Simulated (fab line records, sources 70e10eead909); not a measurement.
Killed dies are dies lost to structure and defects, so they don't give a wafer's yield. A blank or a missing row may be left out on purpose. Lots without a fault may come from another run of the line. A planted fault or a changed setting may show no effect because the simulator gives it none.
fab line records | flow nand_harc
record lots=12 wafers=36 last_day=25
route steps=1159 shown P_M0@268
lots that met no fault: from a run of the same line without faults
start_h: hours from the record's first day to the start of the lot's first wafer shown | wait_h: hours since the lot's step before | " the same as in the row above | L1.1+2: a row that stands for several wafers | - no value, or no start given | * or withheld: withheld | < > ~ a bound
route shown NAME@n: a module of which the file shows steps, and the number in the route of the first | usual: mean/standard deviation of fault-free wafers | same: alike in all rows | chamber/n: place in a boat | sites: the reading at each site | _std_site: their standard deviation | _edge_site: outer sites' mean less inner sites' | radius_mm: how far each site lies from the wafer's centre | mask NAME#n: copy n | behind: the tool/chamber that last shaped the wafer | hold: why the lot was held/for how many hours/how that ended | device: the transistor (n, p or np) that didn't switch | end of line: the same wafers' tests at the end of the route | a step without rows: its recipe alone | killed: dies lost to structure and defects at the first sort, not the wafer's yield | map: a wafer's dies, x killed, . not, _ none there
set.NAME: the setting as run; set.NAME@STEP: as run at that earlier step | model.NAME: the simulator's own value behind a step, which no gauge read
steps of the route over a sample of lots; a table a step, a row a wafer
services: from which hour (start_h, from the record's first day; less than 0 if before it) a tool's chamber was out of use, for how many hours, and why
## steps
# step NHARC_P_M0_ETCH_15
# recipe target_depth_a=1500 overetch_a=150 time_s=82.5 c4f8_flow_sccm=withheld ar_flow_sccm=400 rf_w=600 bias_w=300 chemistry=C4F8/Ar
# usual oes_product_au=0.946/0.023 rf_vpp_V=441.6/2.5
# columns lot.wafer tool chamber start_h wait_h oes_product_au rf_hours_counter_h rf_vpp_V
L497.1 rie_diel-09 3 - - 0.947 2 441.6
L497.2 " 1 " " 0.985 2 442.5
L497.3 " 2 " " 0.966 2 443.6
L498.2 rie_diel-04 0 - - 0.951 0 443.3
L498.3 " 1 " " 0.960 0 436.8
L498.4 " 2 " " 0.964 0 439.7
L501.2 rie_diel-13 0 - - 0.964 1 442.3
L501.6 " 2 " " 0.970 - 442.9
L501.5 " 3 " " 0.960 - 441.0
L505.2 rie_diel-13 1 - - 0.955 4 439.0
L505.1 " 3 " " 0.974 4 440.9
L505.5 " 1 " " 0.963 - 439.5
L511.1 rie_diel-04 0 - - 0.918 6 443.0
L511.4 " 1 " " 0.933 5 437.9
L511.5 " 0 " " 0.906 - 443.9
L512.1 rie_diel-09 2 - - 0.911 10 443.1
L512.3 " 0 " " 0.921 9 437.3
L512.6 " 3 " " 0.912 - 444.2
L514.1 rie_diel-13 2 219.68 0.1 0.923 7 443.4
L514.2 " 0 " " 0.921 7 440.8
L514.3 " 2 " " 0.917 - 444.1
L515.1 rie_diel-09 3 - - 0.907 10 442.0
L515.2 " 1 " " 0.926 10 444.0
L515.6 " 2 " " 0.923 - 444.7
L516.3 rie_diel-13 1 - - 0.916 7 440.9
L516.1 " 2 " " 0.907 8 442.8
L516.6 " 1 " " 0.928 - 440.7
L517.4 rie_diel-04 3 - - 0.973 8 443.3
L517.2 " 1 " " 0.964 7 435.7
L517.5 " 0 " " 0.951 - 442.9
L518.3 rie_diel-09 0 - - 0.916 11 438.5
L518.4 " 3 " " 0.908 11 442.8
L518.5 " 1 " " 0.927 - 441.7
L520.3 rie_diel-04 1 - - 0.947 8 436.0
L520.6 " 0 " " 0.945 - 444.2
L520.4 " 1 " " 0.950 - 436.1
# step NHARC_P_M0_PVD_20
# recipe target_thk_a=50 bias_v=168.6 power_w=15000 chamber_pressure_pa=0.12 time_s=8.06 substrate_temp_c=50 material=TaN
# usual throttle_valve_pct=29.6/0.96 time_s=8.06/0
# columns lot.wafer tool chamber start_h wait_h throttle_valve_pct time_s
L497.2 pvd_sputter-03 - 127.81 - 28.9 8.06
L497.3 " - " " 31.0 8.06
L497.1 " - " " 29.1 8.06
L498.3 pvd_sputter-03 - 128.49 - 29.0 8.06
L498.2 " - " " 29.9 8.06
L498.4 " - " " 29.3 8.06
L501.2 pvd_sputter-03 - 136.24 - 31.2 8.06
L501.6 " - " " 29.1 8.06
L501.5 " - " " 29.1 8.06
L505.2 pvd_sputter-02 - 173.67 - 28.8 8.8772
L505.1 " - " " 28.8 8.06
L505.5 " - " " 29.1 8.06
L511.4 pvd_sputter-01 - 198.62 - 28.6 8.06
L511.1 " - " " 30.5 8.06
L511.5 " - " " 30.3 8.06
L512.3 pvd_sputter-03 - 213.98 - 29.2 8.06
L512.1 " - " " 31.3 8.06
L512.6 " - " " 29.6 8.06
L514.3 pvd_sputter-03 - 220.59 - 30.2 8.06
L514.1 " - " " 28.9 8.06
L514.2 " - " " 31.1 8.06
L515.2 pvd_sputter-03 - 223.25 - 28.7 8.06
L515.1 " - " " 30.0 8.06
L515.6 " - " " 29.0 8.06
L516.3 pvd_sputter-03 - 232.29 - 31.3 8.06
L516.1 " - " " 30.3 8.06
L516.6 " - " " 28.8 8.06
L517.4 pvd_sputter-02 - 237.64 - 30.4 8.06
L517.2 " - " " 28.7 8.06
L517.5 " - " " 30.2 8.06
L518.3 pvd_sputter-01 - 238.11 - 30.3 8.06
L518.4 " - " " 28.2 8.06
L518.5 " - " " 30.5 8.06
L520.3 pvd_sputter-03 - 254.25 - 29.0 8.06
L520.4 " - " " 29.1 8.06
L520.6 " - " " 31.0 8.06
# step NHARC_P_M0_CMP_23
# recipe t_overpolish_s=20 target_thk_nm=117.53
# usual motor_current_A=12.1/1 time_to_endpoint_s=27/3.1
# columns lot.wafer tool chamber start_h wait_h motor_current_A time_to_endpoint_s
L497.2 cmp-04 2 128.77 - 14.2 20
L497.1 " 3 " " 12.4 23
L497.3 " 0 " " 11.6 25
L498.2 cmp-03 2 129.46 - 11.4 31
L498.3 " 0 " " 10.8 28
L498.4 " 1 " " 11.4 27
L501.2 cmp-04 3 137.30 - 11.9 23
L501.6 " 0 " " 10.8 20
L501.5 " 1 " " 13.2 25
L505.1 cmp-03 0 174.63 - 11.2 34
L505.2 " 3 " " 12.0 31
L505.5 " 0 " " 10.7 34
L511.1 cmp-03 3 199.59 - 12.0 27
L511.4 " 2 " " 11.4 29
L511.5 " 0 " " 11.3 28
L512.3 cmp-03 1 214.93 - 11.1 26
L512.1 " 2 " " 11.6 31
L512.6 " 2 " " 10.8 28
L514.2 cmp-04 1 221.60 - 13.6 27
L514.3 " 2 " " 13.7 26
L514.1 " 3 " " 12.3 28
L515.2 cmp-02 0 224.20 - 11.8 29
L515.1 " 2 " " 12.2 29
L515.6 " 0 " " 12.3 28
L516.3 cmp-02 1 233.28 - 11.6 30
L516.1 " 2 " " 11.7 26
L516.6 " 3 " " 13.9 28
L517.4 cmp-04 3 238.62 - 12.2 26
L517.2 " 2 " " 13.8 28
L517.5 " 3 " " 12.0 24
L518.4 cmp-04 1 239.11 - 12.8 23
L518.3 " 2 " " 14.4 25
L518.5 " 2 " " 13.6 24
L520.4 cmp-03 1 255.29 - 11.8 31
L520.3 " 2 " " 11.3 31
L520.6 " 0 " " 12.0 31
# step NHARC_P_M0_THK_MEAS_24
# recipe thk_meas_gauge=xrf
# usual thk_nm=116.9/1.5
# columns lot.wafer tool chamber start_h wait_h thk_nm
L497.1 film_metro-02 - 129.09 - 115.2
L497.2 " - " " 114.5
L497.3 " - " " 114.9
L498.2 film_metro-02 - 129.78 - 120.0
L498.3 " - " " 118.4
L498.4 " - " " 117.1
L501.2 film_metro-02 - 137.53 - 117.4
L501.5 " - " " 116.5
L501.6 " - " " 115.0
L505.1 film_metro-02 - 174.95 - 117.4
L505.2 " - " " 117.8
L505.5 " - " " 118.5
L511.1 film_metro-02 - 199.90 - 117.3
L511.4 " - " " 118.0
L511.5 " - " " 116.6
L512.1 film_metro-02 - 215.25 - 118.0
L512.3 " - " " 117.1
L512.6 " - " " 119.8
L514.1 film_metro-02 - 221.89 - 115.2
L514.2 " - " " 116.0
L514.3 " - " " 113.5
L515.1 film_metro-02 - 224.51 - 117.7
L515.2 " - " " 117.9
L515.6 " - " " 118.4
L516.1 film_metro-02 - 233.55 - 116.3
L516.3 " - " " 118.0
L516.6 " - " " 115.4
L517.2 film_metro-02 - 238.94 - 118.1
L517.4 " - " " 117.0
L517.5 " - " " 118.4
L518.3 film_metro-01 - 239.43 - 114.5
L518.4 " - " " 116.8
L518.5 " - " " 115.8
L520.3 film_metro-02 - 255.55 - 119.3
L520.4 " - " " 119.2
L520.6 " - " " 119.1
## services
# columns tool chamber start_h hours kind
cmp-04 - 105.00 4.0 pm
rie_diel-04 - 111.90 9.0 pm
pvd_sputter-02 - 116.12 9.9 repair
pvd_sputter-01 - 119.64 9.8 repair
cmp-04 - 125.14 0.7 repair
cmp-02 - 128.50 4.0 pm
rie_diel-04 2 129.05 7.1 repair
rie_diel-04 - 138.29 0.2 repair
cmp-04 - 141.47 1.0 repair
cmp-02 - 146.67 3.4 repair
cmp-04 - 148.04 2.2 repair
pvd_sputter-03 - 156.51 1.5 repair
cmp-03 - 162.86 4.0 pm
rie_diel-04 0 190.48 6.1 repair
cmp-04 - 201.08 4.0 repair
rie_diel-04 3 203.45 3.0 repair
cmp-03 - 208.71 1.1 repair
cmp-04 - 212.70 1.4 repair
rie_diel-13 1 214.15 9.8 repair
rie_diel-13 3 215.28 4.5 repair
rie_diel-04 3 221.14 5.1 repair
rie_diel-09 - 230.84 2.3 repair
rie_diel-04 3 251.24 3.3 repair
rie_diel-09 - 254.10 9.0 pm
## key
first_sign step=NHARC_P_M0_PVD_20 reading=time_s direction=up sigmas=99+ usual=* struck=*
effect none on later readings
met_at NHARC_P_M0_PVD_20
struck_lots L505
struck_wafers L505.2
not_acting_at NHARC_P_M0_ETCH_15,NHARC_P_M0_CMP_23,NHARC_P_M0_THK_MEAS_24
fault kind=process_parameter_drift tool=pvd_sputter-02 chamber=- onset_h=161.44 steps=NHARC_P_M0_PVD_20 channel=time_s offset=* shape=step end_h=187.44 scope=struck_wafers_only acts_in=* stated=*
